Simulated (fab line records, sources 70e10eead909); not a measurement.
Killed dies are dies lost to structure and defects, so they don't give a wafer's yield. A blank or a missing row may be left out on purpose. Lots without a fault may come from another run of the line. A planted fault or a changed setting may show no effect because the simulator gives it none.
Chamber matching | flow nand_harc | NHARC_A_CONTACT_ETCH_88 on rie_diel-04: 4 sister chambers
The step etches the open film in CF4, target depth 39 nm, time 65 s. 8 wafers are shown with their chamber, then 8 later ones without.

WAFERS WITH THEIR CHAMBER
wafer  | chamber | showerhead_plenum_p_Torr (Torr) | drypump_motor_current_A (A)
L080.5 | 3       | 1.68                            | 5.2
L082.1 | 3       | 1.68                            | 5.2
L082.2 | 0       | 1.75                            | 5.6
L082.4 | 1       | 1.76                            | 4.9
L087.2 | 2       | 1.73                            | 5.8
L087.4 | 1       | 1.75                            | 5.0
L087.5 | 2       | 1.73                            | 5.9
L086.1 | 0       | 1.75                            | 5.6

WAFERS WITHOUT THEIR CHAMBER
wafer  | showerhead_plenum_p_Torr (Torr) | drypump_motor_current_A (A)
L086.2 | 1.75                            | 4.9
L086.4 | 1.73                            | 5.9
L091.2 | 1.73                            | 5.9
L091.3 | 1.68                            | 5.3
L091.4 | 1.74                            | 5.6
L093.1 | 1.74                            | 5.6
L093.3 | 1.73                            | 5.9
L093.6 | 1.75                            | 5.0

WHICH CHAMBER EACH WENT THROUGH
wafer  | from the rows above | in truth
L086.2 | 1                   | 1
L086.4 | 2                   | 2
L091.2 | 2                   | 2
L091.3 | 3                   | 3
L091.4 | 0                   | 0
L093.1 | 0                   | 0
L093.3 | 2                   | 2
L093.6 | 1                   | 1
Placed correctly: 8 of 8. Can't be placed from these rows: 0. Placed wrongly: 0.
How it was worked out, from the rows above alone: a wafer's distance from a chamber is the root of the sum, over the readings, of the square of ((its reading less the chamber's mean) divided by the reading's scatter). The wafer belongs to the nearest chamber; if the next one is less than 2 further off, it can't be placed. A chamber's mean is the mean of its shown wafers. The scatter: the root of (the sum of the squares of (reading less its chamber's mean) over the shown wafers, divided by (wafers less chambers)).
